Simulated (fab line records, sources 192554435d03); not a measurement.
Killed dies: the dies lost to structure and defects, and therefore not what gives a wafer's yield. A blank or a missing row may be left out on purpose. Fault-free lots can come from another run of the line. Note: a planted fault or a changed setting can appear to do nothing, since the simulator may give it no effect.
Split-lot trial / flow n5Finfet / 7 lots, 21 wafers read, on a route of 1938 steps

== THE SPLIT ITSELF ==
At N5_BEOL_M10_PEB_26 (peb time 60 s), the setting pebTimeS was moved away from the recipe's 60 s on 5 of the 21 wafers read, by -20.4% to +12.3%. For the rest of the wafers, this setting stayed at what the recipe calls for.

== FROM THE SPLIT TO THE READING: what the file shows between them, 1 step ==
- N5_BEOL_M10_DEVELOP_27: develop time 30 s

== THE READING ==
At N5_BEOL_M10_CD_MEAS_28: cdNm in nanometres, against a target cd of 70 nm. Typical for fault-free wafers on this fab line: 70.0 nm, with standard deviation 1.4 nm.

wafer=L077.1; tool, chamber at the split=lithoTrack-02, 0; pebTimeS as run, s=60; against the recipe=recipe; cdNm, nm=68.9; against lot-mates on the recipe=-
wafer=L077.4; tool, chamber at the split=lithoTrack-02, 0; pebTimeS as run, s=60; against the recipe=recipe; cdNm, nm=67.9; against lot-mates on the recipe=-
wafer=L077.5; tool, chamber at the split=lithoTrack-02, 0; pebTimeS as run, s=60; against the recipe=recipe; cdNm, nm=68.4; against lot-mates on the recipe=-
wafer=L081.2; tool, chamber at the split=lithoTrack-05, 0; pebTimeS as run, s=60; against the recipe=recipe; cdNm, nm=72.2; against lot-mates on the recipe=-
wafer=L081.4; tool, chamber at the split=lithoTrack-05, 0; pebTimeS as run, s=60; against the recipe=recipe; cdNm, nm=72.9; against lot-mates on the recipe=-
wafer=L081.6; tool, chamber at the split=lithoTrack-05, 0; pebTimeS as run, s=60; against the recipe=recipe; cdNm, nm=70.2; against lot-mates on the recipe=-
wafer=L083.2; tool, chamber at the split=lithoTrack-01, 0; pebTimeS as run, s=60; against the recipe=recipe; cdNm, nm=70.0; against lot-mates on the recipe=-
wafer=L083.5; tool, chamber at the split=lithoTrack-01, 0; pebTimeS as run, s=65; against the recipe=+8.3%; cdNm, nm=75.4; against lot-mates on the recipe=+5.4
wafer=L083.6; tool, chamber at the split=lithoTrack-01, 0; pebTimeS as run, s=65; against the recipe=+8.3%; cdNm, nm=75.2; against lot-mates on the recipe=+5.2
wafer=L084.2; tool, chamber at the split=lithoTrack-01, 0; pebTimeS as run, s=67.41; against the recipe=+12.3%; cdNm, nm=75.5; against lot-mates on the recipe=+5.9
wafer=L084.3; tool, chamber at the split=lithoTrack-01, 0; pebTimeS as run, s=60; against the recipe=recipe; cdNm, nm=69.6; against lot-mates on the recipe=-
wafer=L084.4; tool, chamber at the split=lithoTrack-01, 0; pebTimeS as run, s=67.41; against the recipe=+12.3%; cdNm, nm=74.8; against lot-mates on the recipe=+5.2
wafer=L086.3; tool, chamber at the split=lithoTrack-05, 0; pebTimeS as run, s=60; against the recipe=recipe; cdNm, nm=72.3; against lot-mates on the recipe=-
wafer=L086.4; tool, chamber at the split=lithoTrack-05, 0; pebTimeS as run, s=60; against the recipe=recipe; cdNm, nm=69.8; against lot-mates on the recipe=-
wafer=L086.5; tool, chamber at the split=lithoTrack-05, 0; pebTimeS as run, s=60; against the recipe=recipe; cdNm, nm=72.2; against lot-mates on the recipe=-
wafer=L089.1; tool, chamber at the split=lithoTrack-02, 0; pebTimeS as run, s=60; against the recipe=recipe; cdNm, nm=69.3; against lot-mates on the recipe=-
wafer=L089.5; tool, chamber at the split=lithoTrack-02, 0; pebTimeS as run, s=60; against the recipe=recipe; cdNm, nm=70.3; against lot-mates on the recipe=-
wafer=L089.6; tool, chamber at the split=lithoTrack-02, 0; pebTimeS as run, s=60; against the recipe=recipe; cdNm, nm=71.9; against lot-mates on the recipe=-
wafer=L097.1; tool, chamber at the split=lithoTrack-02, 0; pebTimeS as run, s=60; against the recipe=recipe; cdNm, nm=68.5; against lot-mates on the recipe=-
wafer=L097.3; tool, chamber at the split=lithoTrack-02, 0; pebTimeS as run, s=47.76; against the recipe=-20.4%; cdNm, nm=57.9; against lot-mates on the recipe=-11.6
wafer=L097.6; tool, chamber at the split=lithoTrack-02, 0; pebTimeS as run, s=60; against the recipe=recipe; cdNm, nm=70.6; against lot-mates on the recipe=-

FIT RESULTS
A straight line over all 21 wafers: cdNm changes by +0.535 nm for each +1% of pebTimeS; r = +0.92; the points scatter about the line by 1.5 nm.
The same after taking each lot's own level away (the mean of its wafers on the recipe; 21 wafers): +0.54 nm for each +1%; r = +0.96; scatter 0.99 nm.
That fit puts the effect of the largest move of pebTimeS on the reading at 11 nm.
Across the lots, their own levels run from 68.40 to 71.77 nm, a range of 2.4 times the standard deviation given above.
So the lot-to-lot level changes the slope little: the two slopes agree.
Check: -10.2 nm against its lot-mates is what the line predicts for one of the wafers moved furthest among these (-20.4%) when that wafer is left out of the fit. It came out at -11.6 nm against them.

== ADDITIONAL SPLITS CARRIED BY THESE WAFERS ==
Other splits were also applied to these wafers ahead of the reading. Each is held against what the fit with the lots' levels taken away leaves over:
other split on the same wafers=N5_BEOL_M9_DESCUM_16 timeS; wafers away from the commonest value=6; r with cdNm (lot level and that fit taken away)=-0.07

== THE FILE'S OWN FIT ==
cdNm changes by +0.548 nm for each +1% of pebTimeS, r = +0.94.
